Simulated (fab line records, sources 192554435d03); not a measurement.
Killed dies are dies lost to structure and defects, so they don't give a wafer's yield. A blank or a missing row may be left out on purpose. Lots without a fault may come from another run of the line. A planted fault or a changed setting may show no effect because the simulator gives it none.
Which tool did it? | flow n5_finfet | 12 lots, 36 wafers sampled, at 3 steps of a route of 1938

WHAT THE GAUGES READ, wafer by wafer
N5_BEOL_M4_CD_MEAS_35: target cd 18 nm, target cd y 22.4 nm.
lot  | measured     | on        | cd_nm (nm)
L075 | day 7 18:11  | cd_sem-03 | 18.0 17.9 18.3
L076 | day 8 06:22  | cd_sem-01 | 17.6 18.2 18.5
L079 | day 9 05:59  | cd_sem-01 | 18.0 17.9 18.3
L082 | day 9 18:47  | cd_sem-03 | 18.1 17.9 18.0
L083 | day 10 10:03 | cd_sem-03 | 18.0 17.9 17.7
L085 | day 10 20:05 | cd_sem-03 | 17.9 18.1 18.3
L087 | day 11 00:16 | cd_sem-01 | 18.1 18.0 18.3
L089 | day 11 17:43 | cd_sem-03 | 17.7 17.9 18.1
L092 | day 12 03:28 | cd_sem-01 | 18.4 18.7 17.7
L093 | day 12 18:08 | cd_sem-03 | 17.8 17.8 17.6
L095 | day 13 08:01 | cd_sem-01 | 17.3 18.0 17.7
L097 | day 14 05:06 | cd_sem-01 | 18.0 18.2 18.1

WHICH TOOL RAN EACH LOT (tool, then ch and the chambers of the sampled wafers, then the start)
lot  | N5_BEOL_M3_ETCH_77                 | N5_BEOL_M4_ETCH_64
L075 | rie_diel-01 ch 0,1,2, day 7 08:01  | rie_diel-02 ch 0,2,3, day 7 14:20
L076 | rie_diel-05 ch 1,3, day 7 15:17    | rie_diel-03 ch 1,3, day 8 03:58
L079 | rie_diel-05 ch 0,2, day 8 11:45    | rie_diel-04 ch 1,2, day 9 01:59
L082 | rie_diel-05 ch 0,1,3, day 9 07:34  | rie_diel-03 ch 0,2,3, day 9 15:45
L083 | rie_diel-05 ch 1,2,3, day 9 14:45  | rie_diel-03 ch 1,2,3, day 10 06:48
L085 | rie_diel-05 ch 1,3, day 9 17:31    | rie_diel-03 ch 0,1,2, day 10 13:13
L087 | rie_diel-06 ch 0,3, day 10 04:50   | rie_diel-03 ch 1,2,3, day 10 20:46
L089 | rie_diel-05 ch 0,2,3, day 10 16:19 | rie_diel-04 ch 1,2,3, day 11 05:54
L092 | rie_diel-06 ch 0,1,3, day 11 13:17 | rie_diel-03 ch 0,1,3, day 11 23:44
L093 | rie_diel-05 ch 0,3, day 11 19:59   | rie_diel-04 ch 0,2,3, day 12 11:01
L095 | rie_diel-06 ch 0,1,3, day 12 19:46 | rie_diel-04 ch 0,3, day 13 03:58
L097 | rie_diel-01 ch 0,1,2, day 13 06:43 | rie_diel-04 ch 0,2,3, day 13 22:20
- N5_BEOL_M3_ETCH_77: etches underlayer in N2/H2, target depth 6.5 nm, time 5.2 s.
- N5_BEOL_M4_ETCH_64: etches SOC in N2/H2, target depth 75 nm, overetch 22.5 nm, time 121.9 s.

THE ANSWER, worked out from the rows above alone
Rule: what is usual is taken from the lots themselves. Put in order of their means at a reading, lots are off if they are a third of the lots or fewer, leave a main group of 4 or more, and stand apart from it by a gap of 3 or more times the standard deviation of the main group's means; of several such gaps the widest counts. A main group whose means are all the same, to the digits that the tables above print for the reading, isn't used. A lot without any number at a reading at which 4 lots or more have one is off too. The other lots that the step has rows for count as sound.
No lot is off at any reading shown: from this, nothing can be told.

WHAT THE SIMULATOR HAD PUT IN
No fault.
